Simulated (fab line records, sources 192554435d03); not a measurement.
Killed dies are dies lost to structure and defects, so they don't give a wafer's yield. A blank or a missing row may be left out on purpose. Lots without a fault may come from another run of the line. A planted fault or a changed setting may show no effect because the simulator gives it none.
A struck lot beside a sound one | flow n5_finfet | 15 steps out of a route of 1938
Sound: wafers L710.3, L710.4, L710.5. Struck: wafer L718.3. (L718.2, L718.6 of the same lot were not struck and are left out.) The cause comes at the end.
At each step with rows: each side's tool, then ch and its chambers, then its first start. Under that, the readings that differ: sound wafers | struck wafers | difference of the means | sigmas: that difference in standard deviations of wafers without a fault.
alike: readings whose means differ by less than 2 such deviations, and words and numbers that are the same on both sides. not compared: withheld readings, readings that some wafer has no value for, bounds like >300 that may hide the same value, and numbers for which the record gives no deviation and whose values overlap.
The two part at a step that has a row with sigmas, a row that says differs or no value, or rows on one side only. Numbers that don't overlap but have no deviation are shown without sigmas and don't part them. A reading that every wafer of one side lacks parts them only if that side has two wafers or more.

N5_BEOL_M11_HM_DEP_02: deposits TiN, target thk 20 nm.
  sound on pvd_sputter-02, day 13 08:40; struck on pvd_sputter-02, day 15 07:25
  alike: throttle_valve_pct
then, 8 steps without rows for these wafers: N5_BEOL_M11_COAT_59 (time 60 s, resist thk 100 nm); N5_BEOL_M11_COAT_60 (time 60 s, resist thk 30 nm); N5_BEOL_M11_COAT_05 (resist thk 90 nm); N5_BEOL_M11_EBR_07; N5_BEOL_M11_SOFTBAKE_06 (time 60 s); N5_BEOL_M11_EXPOSE_08 (exposes mask M11); N5_BEOL_M11_PEB_09 (peb time 60 s); N5_BEOL_M11_DEVELOP_10 (develop time 30 s).
N5_BEOL_M11_CD_MEAS_11: target cd 64.1 nm.
  sound on cd_sem-03 ch 0, day 13 09:02; struck on cd_sem-03 ch 0, day 15 07:48
  alike: cd_nm
N5_BEOL_M11_OVL_MEAS_12:
  sound on overlay-02 ch 0, day 13 09:04; struck on overlay-01 ch 0, day 15 07:49
  alike: M11_OVL
N5_BEOL_M11_INSPECT_13: inspects for defects (brightfield).
  sound on defect_inspect-02, day 13 09:05; struck on defect_inspect-01, day 15 07:51
  alike: raw_defect_count
N5_BEOL_M11_DESCUM_16: chemistry O2, time 7.9 s.
  sound on rie_diel-06 ch 1,2,3, day 13 09:10; struck on rie_diel-06 ch 3, day 15 07:53
  reading                                       | sound             | struck | difference | sigmas
  oes_product_au (a.u.)                         | 0.70 0.76 0.85    | 0.97   | +0.20      | +2
  rf_vpp_V (V)                                  | 241.1 244.6 244.2 | 246.6  | +3.3       | +2
  model.CAR-ArF_of_BEOL_M11_COAT_05.thk_nm (nm) | 83.6 83.2 83.4    | 83.8   | +0.4       |
  alike: drypump_motor_current_A, showerhead_plenum_p_Torr, throttle_valve_pct
  not compared: rf_hours_counter_h
N5_BEOL_M11_ETCH_61: etches SiARC in CF4, target depth 39 nm, time 65 s.
  sound on rie_diel-06 ch 1,2,3, day 13 09:12; struck on rie_diel-06 ch 3, day 15 07:55
  reading                                       | sound          | struck | difference | sigmas
  etch_rf_on_time_s (s)                         | 65.6 64.0 63.5 | 66.6   | +2.2       | +2
  oes_product_au (a.u.)                         | 0.60 0.66 0.73 | 0.82   | +0.16      | +2
  model.CAR-ArF_of_BEOL_M11_COAT_05.thk_nm (nm) | 55.6 55.4 55.6 | 56     | +0         |
  alike: drypump_motor_current_A, rf_vpp_V, showerhead_plenum_p_Torr, throttle_valve_pct
  not compared: rf_hours_counter_h
N5_BEOL_M11_ETCH_62: etches SOC in N2/H2, target depth 110 nm, overetch 22 nm, time 165 s.
  sound on rie_diel-06 ch 1,2,3, day 13 09:15; struck on rie_diel-06 ch 3, day 15 07:58
  reading               | sound             | struck | difference | sigmas
  oes_product_au (a.u.) | 0.59 0.66 0.72    | 0.82   | +0.16      | +2
  rf_vpp_V (V)          | 519.7 527.1 524.3 | 529.3  | +5.6       | +2
  alike: drypump_motor_current_A, h2_flow_sccm, showerhead_plenum_p_Torr, throttle_valve_pct
  not compared: rf_hours_counter_h

WHERE THEY PART
First at N5_BEOL_M11_DESCUM_16; last, within this record, at N5_BEOL_M11_ETCH_62.

WHY: what the simulator had put in
Process parameter drift: rie_diel-06, from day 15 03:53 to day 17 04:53, at N5_BEOL_M11_DESCUM_16. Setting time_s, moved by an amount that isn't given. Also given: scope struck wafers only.
